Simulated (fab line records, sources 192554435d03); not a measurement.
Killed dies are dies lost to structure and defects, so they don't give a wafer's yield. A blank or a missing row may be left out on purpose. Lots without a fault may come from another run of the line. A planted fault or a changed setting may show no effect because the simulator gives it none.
Which tool did it? | flow n5_finfet | 10 lots, 30 wafers sampled, at 3 steps of a route of 1938

WHAT THE GAUGES READ, wafer by wafer
N5_BEOL_M2_OVL_MEAS_12.
lot  | measured     | on         | M2_OVL (nm)
L981 | day 6 17:22  | overlay-01 | 1.3 -0.2 0.0
L986 | day 7 20:02  | overlay-01 | 0.2 0.3 0.7
L988 | day 8 11:40  | overlay-01 | 9.4 9.5 8.7
L989 | day 8 19:42  | overlay-01 | -0.2 0.2 -0.1
L990 | day 9 12:47  | overlay-02 | 0.3 0.3 0.0
L991 | day 9 17:01  | overlay-02 | 8.3 8.5 7.3
L996 | day 10 11:01 | overlay-01 | -1.8 0.1 0.1
L999 | day 11 03:08 | overlay-01 | 0.3 1.0 1.0
L102 | day 12 02:45 | overlay-02 | -0.2 0.0 0.0
L103 | day 12 07:02 | overlay-01 | -0.1 -0.1 0.8

WHICH TOOL RAN EACH LOT (tool, then ch and the chambers of the sampled wafers, then the start)
lot  | N5_BEOL_M2_HM_DEP_02         | N5_BEOL_M2_EXPOSE_08
L981 | pvd_sputter-03, day 6 16:48  | euv_scanner-02 ch 0, day 6 17:12
L986 | pvd_sputter-03, day 7 19:29  | euv_scanner-02 ch 0, day 7 19:52
L988 | pvd_sputter-02, day 8 11:14  | euv_scanner-02 ch 0, day 8 11:31
L989 | pvd_sputter-03, day 8 19:02  | euv_scanner-01 ch 0, day 8 19:32
L990 | pvd_sputter-01, day 9 12:21  | euv_scanner-01 ch 0, day 9 12:37
L991 | pvd_sputter-01, day 9 16:27  | euv_scanner-02 ch 0, day 9 16:51
L996 | pvd_sputter-02, day 10 10:35 | euv_scanner-01 ch 0, day 10 10:51
L999 | pvd_sputter-02, day 11 02:34 | euv_scanner-01 ch 0, day 11 02:59
L102 | pvd_sputter-02, day 12 02:19 | euv_scanner-01 ch 0, day 12 02:35
L103 | pvd_sputter-03, day 12 06:33 | euv_scanner-01 ch 0, day 12 06:53
- N5_BEOL_M2_HM_DEP_02: deposits TiN, target thk 20 nm.
- N5_BEOL_M2_EXPOSE_08: exposes mask M2.

THE ANSWER, worked out from the rows above alone
Rule: what is usual is taken from the lots themselves. Put in order of their means at a reading, lots are off if they are a third of the lots or fewer, leave a main group of 4 or more, and stand apart from it by a gap of 3 or more times the standard deviation of the main group's means; of several such gaps the widest counts. A main group whose means are all the same, to the digits that the tables above print for the reading, isn't used. A lot without any number at a reading at which 4 lots or more have one is off too. The other lots that the step has rows for count as sound.
Off: L988, L991, at N5_BEOL_M2_OVL_MEAS_12 (M2_OVL). The main group: mean 0.2 nm, standard deviation 0.36.
A tool fits if, at a process step before that reading, it ran every lot that is off, and no sound lot after the first of them. The gauges at N5_BEOL_M2_OVL_MEAS_12 are tried like those tools. One fits: euv_scanner-02 at N5_BEOL_M2_EXPOSE_08. Its last sound lot is L986 (day 7 19:52), its first lot that is off L988 (day 8 11:31): a fault that began between those two fits.

WHAT THE SIMULATOR HAD PUT IN
Scanner matching overlay: euv_scanner-02, from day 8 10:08 on, at N5_BEOL_M2_EXPOSE_08. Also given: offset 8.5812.
Lots struck among those shown: L988, L991. The rule above found the same.
